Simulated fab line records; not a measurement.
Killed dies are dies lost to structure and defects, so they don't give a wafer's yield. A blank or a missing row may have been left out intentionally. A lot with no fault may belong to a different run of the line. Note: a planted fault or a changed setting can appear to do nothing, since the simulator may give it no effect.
Chamber matching ; flow n5-finfet ; N5_BEOL_M0_SAQP_PECVD_96 on pecvd-01 has 3 sister chambers
The step deposits a-Si from SiH4/He, target thk 45 nm, time 45.2 s. 16 wafers are shown with their chamber, then 8 later ones without.

## EACH WAFER AND ITS CHAMBER
wafer;chamber;throttle-valve-pct (%);showerhead-vpp-V (V);showerhead-plenum-p-Torr (Torr)
L074.1;1;16.8;571;5.72
L074.4;2;17.2;622;5.66
L074.6;0;19.5;660;5.61
L075.2;0;19.8;654;5.61
L075.3;2;17.0;608;5.65
L075.4;2;17.2;611;5.66
L081.3;1;17.0;576;5.71
L081.5;1;16.6;578;5.73
L081.6;0;19.5;660;5.61
L083.2;1;16.5;557;5.70
L083.3;0;19.6;649;5.61
L083.6;1;17.0;571;5.73
L086.2;2;17.2;610;5.68
L086.3;0;19.4;651;5.62
L086.4;2;17.4;617;5.67
L087.1;0;19.5;649;5.63

SIGNATURES (means of the wafers above)
reading;chamber 0;chamber 1;chamber 2;scatter within a chamber
throttle-valve-pct;19.550;16.780;17.200;0.172
showerhead-vpp-V;653.83;570.60;613.60;6.4
showerhead-plenum-p-Torr;5.6150;5.7180;5.6640;0.0109
Rule: a wafer's distance from a chamber is the root of the sum, over the readings, of the square of ((its reading less the chamber's mean) divided by the reading's scatter). The wafer belongs to the nearest chamber; if the next one is less than 2 further off, it can't be placed. How the scatter is found: for the shown wafers, subtract from each reading the mean of its chamber, square and add these, divide the total by (wafers less chambers), then take the root.

## WAFERS WHOSE CHAMBER IS MISSING
wafer;throttle-valve-pct (%);showerhead-vpp-V (V);showerhead-plenum-p-Torr (Torr)
L087.2;17.0;572;5.71
L087.6;16.8;575;5.70
L088.2;17.3;602;5.66
L088.5;19.4;663;5.63
L088.6;16.8;567;5.72
L097.4;17.3;603;5.66
L097.5;17.1;576;5.71
L097.6;19.5;646;5.61

## WHICH CHAMBER EACH WENT THROUGH
wafer;from the rows above;in truth
L087.2;1;1
L087.6;1;1
L088.2;2;2
L088.5;0;0
L088.6;1;1
L097.4;2;2
L097.5;1;1
L097.6;0;0
8 of 8 placed correctly. From these rows, 0 cannot be placed. Placed wrongly: 0.
